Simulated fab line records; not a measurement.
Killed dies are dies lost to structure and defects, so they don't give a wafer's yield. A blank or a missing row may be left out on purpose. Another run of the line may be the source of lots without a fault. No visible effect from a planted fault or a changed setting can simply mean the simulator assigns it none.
fab line records    flow n5Finfet
record: lots: 7  wafers: 18  lastDay: 15
route steps=1938 shown HKMG_FIN@400 BEOL_M4@1111 PASSIVATION@1936
lots that met no fault: from a run of the same line without faults
startH: hours from the record's opening day to when the first of the lot's shown wafers began    waitH: how many hours have passed since the lot's step before this one    " identical to the entry in the row above    L1.1+2: a single row standing in for several wafers    - no value present, or no start provided    * or withheld: withheld    < > ~ a bound
route shown NAME@n: NAME is a module with steps in the file, n the number in the route of the first one    usual: mean/standard deviation taken from wafers without a fault    same: alike in all rows    chamber/n: place in a boat    sites: readings site by site    _std_site: how widely they spread, as a standard deviation    _edge_site: mean of outer sites minus mean of inner sites    radiusMm: how far each site lies from the wafer's centre    mask NAME#n: copy n    behind: the tool/chamber that last shaped the wafer    hold: the reason the lot was held/the length of the hold in hours/how it ended    device: the n, p or np transistor that did not switch    end of line: the same wafers' tests at the end of the route    step lacking rows: just its recipe    killed: dies lost to structure and defects at the first sort, not the wafer's yield    map: a wafer's dies, x killed, . not, _ none there
set.NAME: the run value of the setting; set.NAME@STEP: its run value at that earlier step    model.NAME: the simulator's own value behind a step, which no gauge read
a table for each step, a row for each wafer; lots at some steps of the route
services: the hour from which a tool's chamber was out of use, counted from the record's first day as startH (under 0 if before that day), plus the number of hours and why
== steps ==
step: N5_HKMG_FIN_INSPECT_61
recipe: mode: adi  inspectInstrument: macro
usual: rawDefectCount: 2.1/1.5
lot.wafer  tool              chamber  startH  waitH  rawDefectCount
L180.1     defectInspect-01  -        72.47   0.0    1
L180.5     "                 -        "       "      2
L180.6     "                 -        "       "      5
L188.1     defectInspect-01  -        117.52  0.0    4
L188.3     "                 -        "       "      1
L188.5     "                 -        "       "      4
L194.5     defectInspect-02  -        156.05  0.0    0
L194.6     "                 -        "       "      7
L195.4     defectInspect-01  -        165.41  0.0    2
L195.5     "                 -        "       "      2
L198.1     defectInspect-02  -        179.33  0.0    3
L198.5     "                 -        "       "      2
L199.2     defectInspect-02  -        186.55  0.0    4
L199.3     "                 -        "       "      0
L199.4     "                 -        "       "      2
L200.1     defectInspect-02  -        191.09  0.0    5
L200.4     "                 -        "       "      3
L200.6     "                 -        "       "      1
step: N5_HKMG_FIN_DESCUM_53
recipe: chemistry: O2  timeS: 7.9  sourcePowerW: 50  biasPowerW: 20  pressureMtorr: 20  rfFrequencyHz: 2.712e+07  tempC: 40  resist: CAR-ArF  o2FlowSccm: 225
usual: chamberPressureMTorr: 20.002/0.018  drypumpMotorCurrentA: 5.7/0.39  oesProductAu: 0.78/0.085  rfVppV: 243.2/1.3  showerheadPlenumPTorr: 2.09/0.073  throttleValvePct: 20.56/0.19
lot.wafer  tool        chamber  startH  waitH  chamberPressureMTorr  drypumpMotorCurrentA  oesProductAu  rfHoursCounterH  rfVppV  showerheadPlenumPTorr  throttleValvePct
L180.1     rieDiel-02  1        72.50   0.0    19.998                5.5                   0.75          167              245.2   2.20                   20.77
L180.5     "           1        "       "      19.991                5.6                   0.75          -                243.5   2.20                   20.77
L180.6     "           0        "       "      20.003                5.3                   0.98          -                244.3   2.12                   20.42
L188.1     rieDiel-04  2        117.79  0.3    19.992                6.4                   0.75          164              241.4   2.00                   20.30
L188.3     "           1        "       "      20.030                5.4                   0.92          34               243.2   2.12                   20.34
L188.5     "           0        "       "      20.029                6.1                   0.80          -                240.9   2.04                   20.44
L194.5     rieDiel-04  1        156.46  0.4    20.008                5.4                   0.89          -                243.6   2.12                   20.35
L194.6     "           0        "       "      19.984                6.1                   0.79          -                242.8   2.03                   20.47
L195.4     rieDiel-06  3        165.46  0.0    20.005                5.9                   0.69          -                243.9   2.05                   21.03
L195.5     "           2        "       "      20.010                5.3                   0.72          -                242.2   1.99                   20.63
L198.1     rieDiel-04  0        179.36  0.0    19.990                6.1                   0.79          107              243.1   2.03                   20.48
L198.5     "           1        "       "      20.005                5.4                   0.88          -                243.4   2.12                   20.37
L199.2     rieDiel-06  2        186.58  0.0    19.999                5.3                   0.71          215              241.0   1.99                   20.64
L199.3     "           3        "       "      20.037                5.9                   0.68          253              244.4   2.05                   21.03
L199.4     "           3        "       "      20.005                6.0                   0.68          -                242.5   2.05                   21.05
L200.1     rieDiel-02  3        191.34  0.2    20.011                5.8                   0.84          60               243.8   2.23                   20.54
L200.4     "           0        "       "      19.984                5.3                   0.88          49               243.8   2.10                   20.47
L200.6     "           1        "       "      20.013                5.6                   0.72          -                243.8   2.18                   20.84
step: N5_HKMG_FIN_ETCH_54
recipe: chemistry: CF4  target: SiARC  targetDepthA: 455  maskMaterial: CAR-ArF  timeS: 75.8  ionEnergyEv: 80  pressureMtorr: 40  sourceW: 545  biasW: 36  Ar_flow_sccm: 100  cf4FlowSccm: 100  ends: cleared
step: N5_HKMG_FIN_ETCH_55
recipe: chemistry: N2/H2  target: SOC  targetDepthA: 2400  tempC: 40  timeS: 300  ionEnergyEv: 200  maskMaterial: SiARC  pressureMtorr: 30  sourceW: 840  biasW: 150  n2FlowSccm: 200  h2FlowSccm: 200
step: N5_HKMG_FIN_STRIP_56
recipe: chemistry: N2/H2  tempC: 40  n2FlowSccm: 200  h2FlowSccm: 200  rfFrequencyHz: 6e+07
step: N5_HKMG_FIN_STRIP_57
recipe: chemistry: CF4  resist: SiARC  powerW: 300  biasPowerW: 75  pressureMtorr: 50  cf4FlowSccm: 150  rfFrequencyHz: 6e+07
usual: chamberPressureMTorr: 50.00/0.044  drypumpMotorCurrentA: 5.7/0.39  oesProductAu: 0.77/0.077  rfVppV: 271.0/1.5  showerheadPlenumPTorr: 1.79/0.056  throttleValvePct: 13.70/0.22
lot.wafer  tool        chamber  startH  waitH  chamberPressureMTorr  drypumpMotorCurrentA  oesProductAu  rfHoursCounterH  rfVppV  showerheadPlenumPTorr  throttleValvePct
L180.1     rieDiel-02  1        72.78   0.0    49.94                 5.5                   0.74          167              273.0   1.87                   13.87
L180.5     "           1        "       "      50.03                 5.6                   0.73          -                273.1   1.87                   13.86
L180.6     "           0        "       "      50.03                 5.3                   0.95          -                271.9   1.84                   13.57
L188.1     rieDiel-04  2        118.07  0.0    49.97                 6.4                   0.74          164              269.3   1.72                   13.55
L188.3     "           1        "       "      49.99                 5.4                   0.90          34               272.8   1.82                   13.46
L188.5     "           0        "       "      49.95                 6.1                   0.79          -                268.7   1.75                   13.53
L194.5     rieDiel-04  1        156.74  0.0    50.02                 5.4                   0.87          -                272.3   1.81                   13.51
L194.6     "           0        "       "      49.96                 6.1                   0.78          -                269.8   1.74                   13.54
L195.4     rieDiel-06  3        165.73  0.0    50.00                 5.9                   0.69          -                270.4   1.75                   14.17
L195.5     "           2        "       "      49.94                 5.3                   0.72          -                269.4   1.69                   13.76
L198.1     rieDiel-04  0        179.64  0.0    49.94                 6.2                   0.77          107              268.8   1.74                   13.56
L198.5     "           1        "       "      49.99                 5.4                   0.86          -                271.2   1.81                   13.53
L199.2     rieDiel-06  2        186.86  0.0    49.97                 5.3                   0.71          215              269.3   1.69                   13.78
L199.3     "           3        "       "      50.02                 5.9                   0.69          253              272.3   1.75                   14.18
L199.4     "           3        "       "      50.01                 5.9                   0.70          -                270.0   1.75                   14.21
L200.1     rieDiel-02  3        191.62  0.0    49.99                 5.7                   0.84          60               274.0   1.87                   13.38
L200.4     "           0        "       "      49.96                 5.3                   0.86          49               272.7   1.82                   13.66
L200.6     "           1        "       "      50.09                 5.6                   0.71          -                270.5   1.86                   13.96
step: N5_HKMG_FIN_ETCH_58
recipe: chemistry: N2/H2  target: SOC  targetDepthA: 2158  ionEnergyEv: 50  biasW: 13  timeS: 741  pressureMtorr: 30  sourceW: 875  n2FlowSccm: 200  h2FlowSccm: 200
step: N5_HKMG_FIN_STRIP_93
recipe: chemistry: N2/H2  material: SOC  timeS: 20  powerW: 500  tempC: 40  pressureMtorr: 50  rfFrequencyHz: 6e+07  biasPowerW: 8  h2Frac: 0.5  n2FlowSccm: 300  h2FlowSccm: 300
usual: chamberPressureMTorr: 50.00/0.047  drypumpMotorCurrentA: 5.7/0.39  oesProductAu: 0.78/0.083  rfVppV: 54.2/0.86  showerheadPlenumPTorr: 3.36/0.1  throttleValvePct: 19.11/0.21
lot.wafer  tool        chamber  startH  waitH  chamberPressureMTorr  drypumpMotorCurrentA  oesProductAu  rfHoursCounterH  rfVppV  showerheadPlenumPTorr  throttleValvePct
L180.1     rieDiel-02  1        73.23   0.2    50.01                 5.6                   0.76          167              55.2    3.49                   19.10
L180.5     "           1        "       "      49.90                 5.5                   0.76          -                54.2    3.49                   19.10
L180.6     "           0        "       "      50.03                 5.3                   0.97          -                54.8    3.44                   19.08
L188.1     rieDiel-04  2        118.51  0.2    50.10                 6.4                   0.73          164              53.9    3.23                   18.86
L188.3     "           1        "       "      50.00                 5.4                   0.93          35               55.2    3.42                   19.25
L188.5     "           0        "       "      49.97                 6.1                   0.80          -                53.8    3.24                   18.57
L194.5     rieDiel-04  1        157.20  0.0    49.94                 5.5                   0.90          -                53.0    3.41                   19.28
L194.6     "           0        "       "      49.99                 6.2                   0.78          -                53.6    3.24                   18.62
L195.4     rieDiel-06  3        166.19  0.0    49.93                 5.9                   0.68          -                54.0    3.31                   19.32
L195.5     "           2        "       "      50.00                 5.3                   0.74          -                52.2    3.19                   19.33
L198.1     rieDiel-04  0        180.09  0.2    50.04                 6.1                   0.77          107              53.4    3.23                   18.62
L198.5     "           1        "       "      49.99                 5.4                   0.89          -                53.6    3.40                   19.29
L199.2     rieDiel-06  2        187.31  0.2    49.91                 5.3                   0.72          216              52.1    3.19                   19.33
L199.3     "           3        "       "      49.97                 6.0                   0.68          254              54.1    3.30                   19.34
L199.4     "           3        "       "      50.02                 5.9                   0.68          -                53.4    3.30                   19.33
L200.1     rieDiel-02  3        192.07  0.2    50.03                 5.8                   0.86          60               54.3    3.53                   18.98
L200.4     "           0        "       "      49.92                 5.4                   0.86          49               55.2    3.42                   19.15
L200.6     "           1        "       "      49.96                 5.6                   0.74          -                54.7    3.47                   19.15
step: N5_HKMG_FIN_WET_ETCH_76
recipe: chemistry: dNH4OH  mix: 1:50  tempC: 25  target: Al2O3  stopOn: La2O3  targetDepthNm: 2.25  dry: ipaMarangoni  rinseTimeS: 30  rinseTempC: 23
step: N5_HKMG_FIN_STRIP_60
recipe: chemistry: N2/H2  powerW: 2500  tempC: 300  h2Frac: 0.65  timeS: 360  pressureMtorr: withheld  n2FlowSccm: 1750  h2FlowSccm: 3250
usual: drypumpMotorCurrentA: 6.2/0.44  heaterPowerW: 487/37
lot.wafer  tool            chamber  startH  waitH  drypumpMotorCurrentA  heaterPowerW  rfHoursCounterH
L180.1     plasmaAsher-02  1        73.38   0.0    5.3                   446           98
L180.5     "               0        "       "      6.2                   457           -
L180.6     "               1        "       "      5.4                   450           -
L188.1     plasmaAsher-01  0        118.66  0.0    6.3                   534           42
L188.3     "               1        "       "      6.6                   485           -
L188.5     "               0        "       "      6.3                   549           -
L194.5     plasmaAsher-02  1        157.56  0.3    5.4                   454           -
L194.6     "               0        "       "      6.3                   465           -
L195.4     plasmaAsher-01  0        166.44  0.1    6.3                   535           -
L195.5     "               0        "       "      6.3                   554           -
L198.1     plasmaAsher-02  1        180.24  0.0    5.4                   451           120
L198.5     "               1        "       "      5.4                   449           -
L199.2     plasmaAsher-01  0        187.46  0.0    6.3                   531           56
L199.3     "               0        "       "      6.3                   550           -
L199.4     "               1        "       "      6.6                   473           -
L200.1     plasmaAsher-02  0        192.22  0.0    6.3                   471           122
L200.4     "               0        "       "      6.3                   464           -
L200.6     "               1        "       "      5.4                   458           -
step: N5_HKMG_FIN_WET_ETCH_77
recipe: chemistry: dHCl  mix: 1:10000  tempC: 25  target: La2O3  stopOn: HfO2  targetDepthNm: 2
step: N5_HKMG_FIN_WET_ETCH_78
recipe: chemistry: dNH4OH  mix: 1:50  tempC: 25  target: Al2O3  stopOn: La2O3  targetDepthNm: 4.5  dry: ipaMarangoni  rinseTimeS: 30  rinseTempC: 23
step: N5_HKMG_FIN_ALD_79
recipe: material: TiN  targetThkA: 15  tempC: 400  aldPrecursorFamily: TiCl4  aldCoReactant: NH3  pulseTimeS: 1  purgeTimeS: 3  coReactantPurgeTimeS: 2  coReactantPulseTimeS: 2  aldCycles: 68  pressureTorr: 3
usual: aldCycles: 68/0  heaterPowerW: 881/68  precursorPulseHeightRel: 0.999/0.021
lot.wafer  tool         chamber  startH  waitH  aldCycles  heaterPowerW  precursorPulseHeightRel
L180.1     aldMetal-03  2        73.88   0.0    68         865           1.009
L180.5     "            0        "       "      68         902           0.993
L180.6     "            3        "       "      68         857           0.996
L188.1     aldMetal-01  0        119.15  0.0    68         894           1.005
L188.3     "            3        "       "      68         934           1.022
L188.5     "            0        "       "      68         937           0.988
L194.5     aldMetal-03  3        157.98  0.2    65         840           1.005
L194.6     "            0        "       "      68         917           1.016
L195.4     aldMetal-03  2        166.80  0.0    65         845           0.959
L195.5     "            1        "       "      65         943           0.984
L198.1     aldMetal-03  0        180.73  0.0    68         900           0.997
L198.5     "            1        "       "      65         948           0.958
L199.2     aldMetal-04  0        187.96  0.0    68         797           0.999
L199.3     "            3        "       "      68         757           1.014
L199.4     "            1        "       "      68         897           0.993
L200.1     aldMetal-01  1        192.71  0.0    68         985           0.974
L200.4     "            2        "       "      68         961           1.016
L200.6     "            2        "       "      68         912           1.047
step: N5_HKMG_FIN_CVD_62
recipe: material: a-Si  targetThkA: 30  tempC: 500  precursor: Si2H6  pressureTorr: 1  timeS: 20.8
usual: heaterPowerW: 1471/140
lot.wafer  tool             chamber  startH  waitH  heaterPowerW
L180.1     thermalCvdSi-02  2        74.24   0.2    1581
L180.5     "                1        "       "      1613
L180.6     "                2        "       "      1632
L188.1     thermalCvdSi-02  2        119.51  0.2    1614
L188.3     "                0        "       "      1279
L188.5     "                0        "       "      1367
L194.5     thermalCvdSi-02  1        158.22  0.1    1632
L194.6     "                0        "       "      1374
L195.4     thermalCvdSi-02  1        167.22  0.2    1614
L195.5     "                0        "       "      1385
L198.1     thermalCvdSi-02  1        181.09  0.2    1624
L198.5     "                2        "       "      1573
L199.2     thermalCvdSi-01  0        188.32  0.2    1594
L199.3     "                1        "       "      1315
L199.4     "                1        "       "      1334
L200.1     thermalCvdSi-02  2        193.07  0.2    1581
L200.4     "                0        "       "      1341
L200.6     "                1        "       "      1606
step: N5_BEOL_M4_RC_MEAS_101
usual: DIBL_N: 36.3/1.6  DIBL_P: 36.2/2.1  IOFF_N: 0.16/0.031  IOFF_P: 0.21/0.034  ION_N: 673/11  ION_P: 461/7.4  SS_N: 71.6/0.55  SS_P: 73.3/0.66  VT_N: 251/3.2  VT_P: -251/3.5
lot.wafer  tool       chamber  startH  waitH  DIBL_N[mV/V]  DIBL_P[mV/V]  IOFF_N[nA/um]  IOFF_P[nA/um]  ION_N[uA/um]  ION_P[uA/um]  SS_N[mV/dec]  SS_P[mV/dec]  VT_N[mV]  VT_P[mV]
L180.1     prober-02  0        156.85  0.0    35.8          34.0          0.15           0.20           670           462           72.1          72.6          250       -251
L180.5     "          0        "       "      36.9          36.3          0.18           0.24           691           473           71.9          73.8          250       -249
L180.6     "          0        "       "      35.4          33.8          0.13           0.19           664           464           71.0          73.4          252       -251
L188.1     prober-01  0        209.63  0.0    35.7          34.9          0.15           0.21           682           469           70.8          72.8          251       -251
L188.3     "          0        "       "      37.0          35.3          0.17           0.23           684           473           71.1          73.0          247       -248
L188.5     "          0        "       "      37.6          36.1          0.18           0.24           678           467           71.8          72.9          249       -249
L194.5     prober-01  0        246.33  0.6    35.4          35.9          0.14           0.20           668           459           71.9          72.6          251       -252
L194.6     "          0        "       "      35.8          36.9          0.16           0.22           670           464           71.9          72.9          249       -250
L195.4     prober-02  0        257.12  0.5    34.2          32.6          0.12           0.16           643           450           71.2          71.4          256       -251
L195.5     "          0        "       "      36.3          35.7          0.15           0.20           659           452           71.6          72.9          249       -250
L198.1     prober-01  0        261.67  0.0    39.5          40.3          0.22           0.26           689           467           72.5          75.0          246       -250
L198.5     "          0        "       "      39.4          39.9          0.22           0.26           702           476           71.9          74.7          245       -249
L199.2     prober-01  0        269.09  0.2    38.2          39.2          0.19           0.24           690           466           72.3          75.1          248       -252
L199.3     "          0        "       "      36.2          36.6          0.15           0.20           673           456           72.1          73.4          249       -250
L199.4     "          0        "       "      36.3          36.1          0.14           0.19           660           457           72.2          73.7          254       -251
L200.1     prober-01  0        273.34  0.0    34.2          33.8          0.11           0.13           659           445           72.0          72.5          257       -261
L200.4     "          0        "       "      35.8          36.2          0.14           0.16           682           460           71.4          73.6          254       -259
L200.6     "          0        "       "      33.2          32.8          0.10           0.13           645           445           71.3          72.1          255       -258
step: N5_PASSIVATION_PROBE_49
usual: defectLimitedYield: 91.5/1.5  killed_at_M0_to_M3: 32/9.4  killed_at_M4_up: 12/5.1  killedAtContacts: 11/7.4  killedAtFrontEnd: 41/11  killedAtOther: 3.4/2.5  killedDies: 100/17  killedOnRim: 13/4.4  killedOpen: 65/14  killedShort: 33/7  sort_bin_5_function: 4.9/0.96  sort_bin_6_memory: 3.1/0.7  sort_bin_8_speed: 0.00/0.01  sortNPass: 1080/17  sortYieldPct: 91.5/1.5
same: grossDies: 1180  killedAtBackSide: 0  sort_bin_4_leakage[%]: 0
lot.wafer  tool       chamber  startH  waitH  defectLimitedYield[%]  killed_at_M0_to_M3  killed_at_M4_up  killedAtContacts  killedAtFrontEnd  killedAtOther  killedDies  killedOnRim  killedOpen  killedShort  sort_bin_5_function[%]  sort_bin_6_memory[%]  sort_bin_8_speed[%]  sortNPass  sortYieldPct[%]
L180.1     prober-02  -        251.34  0.0    90.2                   34                  14               4                 59                5              116         18           66          42           4.6                     4.7                   0                    1064       90.2
L180.5     prober-02  -        251.54  0.2    89.9                   37                  16               13                48                5              119         18           84          33           5.4                     4.3                   0                    1061       89.9
L180.6     prober-02  -        251.59  0.3    91.2                   30                  15               11                45                3              104         11           69          32           5.7                     2.9                   0                    1076       91.2
L188.1     prober-02  -        304.40  0.0    91.6                   22                  13               13                48                3              99          16           62          28           4.2                     3.0                   0                    1081       91.6
L188.3     prober-02  -        304.50  0.1    90.8                   45                  7                15                40                2              109         22           63          36           4.8                     3.2                   0                    1071       90.8
L188.5     prober-02  -        304.60  0.2    91.6                   24                  11               15                44                5              99          12           53          46           4.3                     3.6                   0                    1081       91.6
L194.5     prober-02  -        339.94  0.2    91.4                   36                  17               1                 45                2              101         13           61          37           4.7                     3.8                   0                    1079       91.4
L194.6     prober-02  -        339.99  0.3    93.9                   22                  8                7                 35                0              72          10           38          33           3.8                     1.9                   0                    1108       93.9
L195.5     prober-02  -        350.02  0.2    91.9                   36                  9                19                30                2              96          14           67          28           5.0                     3.1                   0                    1084       91.9
L198.1     prober-01  -        351.80  0.0    91.9                   33                  14               7                 39                3              96          17           53          43           4.8                     2.9                   0                    1084       91.9
L198.5     prober-01  -        352.00  0.2    91.9                   25                  11               12                47                0              95          13           61          34           4.4                     3.6                   0                    1085       91.9
L199.2     prober-02  -        355.39  0.1    95.3                   19                  5                8                 22                2              56          2            34          22           3.0                     1.7                   0                    1124       95.3
L199.3     prober-02  -        355.44  0.1    90.7                   33                  18               6                 44                9              110         11           65          45           5.6                     3.1                   0                    1070       90.7
L199.4     prober-02  -        355.49  0.2    91.7                   41                  14               8                 33                2              98          10           66          32           4.7                     3.1                   0                    1082       91.7
L200.1     prober-01  -        359.79  0.0    93.3                   34                  5                11                25                4              79          9            59          20           5.2                     1.3                   0                    1101       93.3
L200.4     prober-01  -        359.94  0.2    93.2                   38                  4                9                 21                8              80          10           56          24           4.2                     2.1                   0                    1100       93.2
L200.6     prober-01  -        360.04  0.3    94.1                   21                  10               5                 32                2              70          9            44          25           3.7                     2.1                   0                    1110       94.1
killed by level:class
L180.1 STI_FIN_REVEAL:geometricParticle:open=22 BEOL_M2:geometricParticle:open=9 BEOL_M0_SAQP:geometricParticle:short=8 FIN_SAQP:geometricParticle:open=7 FIN_SAQP:geometricParticle:short=6 ILD0:geometricParticle:short=6 BEOL_M4:geometricParticle:open=6 STI_FIN_REVEAL:geometricParticle:short=5
L180.5 FIN_SAQP:geometricParticle:short=12 BEOL_M3:geometricParticle:open=11 MOL_CONTACT_COAG:geometricParticle:open=11 STI_FIN_REVEAL:geometricParticle:open=10 BEOL_M0_SAQP:geometricParticle:open=9 FIN_SAQP:geometricParticle:open=8 BEOL_M4:geometricParticle:open=6 BEOL_M2:geometricParticle:open=4
L180.6 FIN_SAQP:geometricParticle:open=13 FIN_SAQP:geometricParticle:short=9 BEOL_M0_SAQP:geometricParticle:open=9 BEOL_M4:geometricParticle:open=8 MOL_CONTACT_COAG:geometricParticle:open=7 BEOL_M3:geometricParticle:open=7 STI_FIN_REVEAL:geometricParticle:open=6 BEOL_M0_SAQP:geometricParticle:short=5
L188.1 MOL_CONTACT_COAG:geometricParticle:open=11 DUMMY_GATE:geometricParticle:open=10 FIN_SAQP:geometricParticle:short=9 HKMG_FIN:areaEtch=9 BEOL_M3:geometricParticle:open=8 BEOL_M2:geometricParticle:open=8 FIN_SAQP:geometricParticle:open=7 STARTING-WAFER:geometricParticle:short=4
L188.3 MOL_CONTACT_COAG:geometricParticle:open=11 BEOL_M0_SAQP:geometricParticle:short=10 FIN_SAQP:geometricParticle:open=9 BEOL_M1:geometricParticle:open=9 BEOL_M2:geometricParticle:open=9 HKMG_FIN:areaEtch=9 BEOL_M0_SAQP:geometricParticle:open=7 FIN_SAQP:geometricParticle:short=4
L188.5 MOL_CONTACT_COAG:geometricParticle:open=12 FIN_SAQP:geometricParticle:short=8 GATE_CUT:geometricParticle:short=7 BEOL_M5:geometricParticle:open=6 STI_FIN_REVEAL:geometricParticle:open=5 STARTING-WAFER:geometricParticle:short=5 FIN_SAQP:geometricParticle:open=4 BEOL_M1:geometricParticle:short=4
L194.5 FIN_SAQP:geometricParticle:short=11 BEOL_M4:geometricParticle:open=8 GATE_CUT:geometricParticle:short=8 BEOL_M0_SAQP:geometricParticle:short=8 BEOL_M1:geometricParticle:open=8 BEOL_M2:geometricParticle:open=7 BEOL_M3:geometricParticle:open=7 GATE_CUT:geometricParticle:open=6
L194.6 MOL_CONTACT_COAG:geometricParticle:open=7 FIN_SAQP:geometricParticle:open=6 BEOL_M0_SAQP:geometricParticle:short=6 FIN_SAQP:geometricParticle:short=5 DUMMY_GATE:geometricParticle:open=5 SPACER0:geometricParticle:short=5 STARTING-WAFER:geometricParticle:short=5 BEOL_M2:geometricParticle:open=5
L195.5 MOL_CONTACT_COAG:geometricParticle:open=18 BEOL_M1:geometricParticle:open=13 DUMMY_GATE:geometricParticle:open=8 FIN_SAQP:geometricParticle:open=6 BEOL_M1:geometricParticle:short=6 BEOL_M2:geometricParticle:open=4 BEOL_M3:geometricParticle:open=4 FIN_SAQP:geometricParticle:short=3
L198.1 FIN_SAQP:geometricParticle:short=9 GATE_CUT:geometricParticle:short=8 STI_FIN_REVEAL:geometricParticle:open=7 BEOL_M0_SAQP:geometricParticle:short=7 MOL_CONTACT_COAG:geometricParticle:open=6 BEOL_M2:geometricParticle:open=6 BEOL_M5:geometricParticle:open=5 DUMMY_GATE:geometricParticle:open=5
L198.5 MOL_CONTACT_COAG:geometricParticle:open=11 STI_FIN_REVEAL:geometricParticle:open=8 FIN_SAQP:geometricParticle:short=7 GATE_CUT:geometricParticle:short=7 BEOL_M2:geometricParticle:open=6 BEOL_M0_SAQP:geometricParticle:short=5 BEOL_M0_SAQP:geometricParticle:open=5 BEOL_M3:geometricParticle:open=5
L199.2 BEOL_M0_SAQP:geometricParticle:open=4 MOL_CONTACT_COAG:geometricParticle:open=4 MOL_CONTACT_COAG:geometricParticle:short=4 BEOL_M2:geometricParticle:open=4 FIN_SAQP:geometricParticle:short=3 ILD0:geometricParticle:short=3 BEOL_M1:geometricParticle:open=3 BEOL_M3:geometricParticle:open=3
L199.3 FIN_SAQP:geometricParticle:open=13 BEOL_M0_SAQP:geometricParticle:short=8 BEOL_M0_SAQP:geometricParticle:open=8 BEOL_M4:geometricParticle:open=8 MIM_TOP_ETCH:geometricParticle:short=6 FIN_SAQP:geometricParticle:short=5 DUMMY_GATE:geometricParticle:open=5 GATE_CUT:geometricParticle:short=5
L199.4 FIN_SAQP:geometricParticle:open=8 BEOL_M0_SAQP:geometricParticle:open=8 BEOL_M0_SAQP:geometricParticle:short=8 BEOL_M2:geometricParticle:open=7 MOL_CONTACT_COAG:geometricParticle:open=6 BEOL_M3:geometricParticle:open=6 FIN_SAQP:geometricParticle:short=5 BEOL_M1:geometricParticle:open=5
L200.1 MOL_CONTACT_COAG:geometricParticle:open=10 BEOL_M2:geometricParticle:open=9 BEOL_M0_SAQP:geometricParticle:open=8 BEOL_M0_SAQP:geometricParticle:short=6 BEOL_M3:geometricParticle:open=5 STI_FIN_REVEAL:geometricParticle:open=4 STARTING-WAFER:geometricParticle:open=4 FIN_SAQP:geometricParticle:short=3
L200.4 BEOL_M0_SAQP:geometricParticle:open=15 MOL_CONTACT_COAG:geometricParticle:open=8 BEOL_M0_SAQP:geometricParticle:short=8 BEOL_M2:geometricParticle:open=6 GATE_CUT:geometricParticle:short=4 MIM_TOP_ETCH:geometricParticle:open=4 FIN_SAQP:geometricParticle:open=3 STI_FIN_REVEAL:geometricParticle:open=3
L200.6 GATE_CUT:geometricParticle:short=8 BEOL_M0_SAQP:geometricParticle:short=6 BEOL_M1:geometricParticle:open=6 MOL_CONTACT_COAG:geometricParticle:open=5 DUMMY_GATE:geometricParticle:open=4 BEOL_M0_SAQP:geometricParticle:open=4 SPACER0:geometricParticle:short=3 BEOL_M11:geometricParticle:open=3
== services ==
tool             chamber  startH  hours  kind
rieDiel-02       3        55.90   7.6    repair
rieDiel-02       0        75.70   2.6    repair
aldMetal-04      1        75.93   50.9   repair
aldMetal-03      -        81.16   8.7    pm
rieDiel-06       2        87.77   25.7   repair
rieDiel-06       1        88.98   2.9    repair
rieDiel-02       3        89.46   1.7    repair
thermalCvdSi-02  -        89.96   1.9    repair
rieDiel-06       1        102.88  93.9   repair
aldMetal-03      -        107.55  2.7    repair
rieDiel-04       3        109.30  9.0    repair
aldMetal-04      -        112.81  1.2    repair
aldMetal-04      2        138.76  13.6   repair
aldMetal-04      -        144.26  2.8    pm
aldMetal-04      3        148.09  3.3    repair
rieDiel-02       1        162.23  15.8   repair
thermalCvdSi-02  -        178.94  0.9    repair
aldMetal-01      -        179.35  1.5    repair
thermalCvdSi-01  -        182.63  4.3    pm
rieDiel-02       -        192.75  0.2    repair
== key ==
firstSign: step: N5_HKMG_FIN_ALD_79  reading: aldCycles  direction: down  sigmas: 99+  usual: *  struck: *
effect none on later readings
metAt N5_HKMG_FIN_ALD_79
struckWafers L194.5,L195.4,L195.5,L198.5
onsetBetween 73.88 157.98
fault: kind: processParameterDrift  tool: aldMetal-03  chamber: -  onsetH: 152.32  steps: N5_HKMG_FIN_ALD_79  channel: aldCycles  offset: *  shape: step  endH: 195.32  scope: struckWafersOnly  actsIn: *  stated: *
